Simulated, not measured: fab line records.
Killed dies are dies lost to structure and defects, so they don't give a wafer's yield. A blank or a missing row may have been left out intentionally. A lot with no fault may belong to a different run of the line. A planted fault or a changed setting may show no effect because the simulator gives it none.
Matching of chambers -- flow n5 finfet -- cmp-01 running N5_STI_FIN_REVEAL_CMP_04: 4 sister chambers
The step polishes, stops on Si3N4, t overpolish 4 s, target thk 131.83 nm. 7 wafers are shown with their chamber, then 7 later ones without.

== WAFERS, EACH WITH ITS CHAMBER ==
wafer,chamber,motor current A (A),slurry flow ml min
L078.3,1,7.1,150.0
L078.6,2,8.5,150.6
L084.1,0,8.6,149.6
L084.2,3,7.1,148.7
L084.3,2,8.8,150.5
L087.3,3,7.3,150.0
L087.4,0,8.9,150.5

== WAFERS WITHOUT THEIR CHAMBER ==
wafer,motor current A (A),slurry flow ml min
L087.5,8.6,150.6
L090.1,8.1,149.8
L090.2,7.3,149.8
L090.3,7.3,150.1
L097.1,7.0,150.4
L097.3,7.1,149.9
L097.5,7.1,150.3

== WHICH CHAMBER EACH ONE RAN IN ==
wafer,from the rows above,in truth
L087.5,can't be placed: 2 or 0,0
L090.1,can't be placed: 2 or 0 or 3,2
L090.2,can't be placed: 3 or 1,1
L090.3,can't be placed: 1 or 3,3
L097.1,can't be placed: 1 or 3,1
L097.3,can't be placed: 1 or 3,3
L097.5,can't be placed: 1 or 3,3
Placed correctly: 0 of 7. Cannot be placed on the basis of these rows: 7; the candidates contain the true chamber in 7. 0 placed wrongly.
How it was worked out, from the rows above alone: a wafer's distance from a chamber is the root of the sum, over the readings, of the square of ((its reading less the chamber's mean) divided by the reading's scatter). The wafer belongs to the nearest chamber; if the next one is less than 2 further off, it can't be placed. A chamber's mean is the mean of its shown wafers. The scatter is the square root of a quotient: the sum, over the shown wafers, of each reading's squared deviation from its chamber's mean, divided by wafers minus chambers.
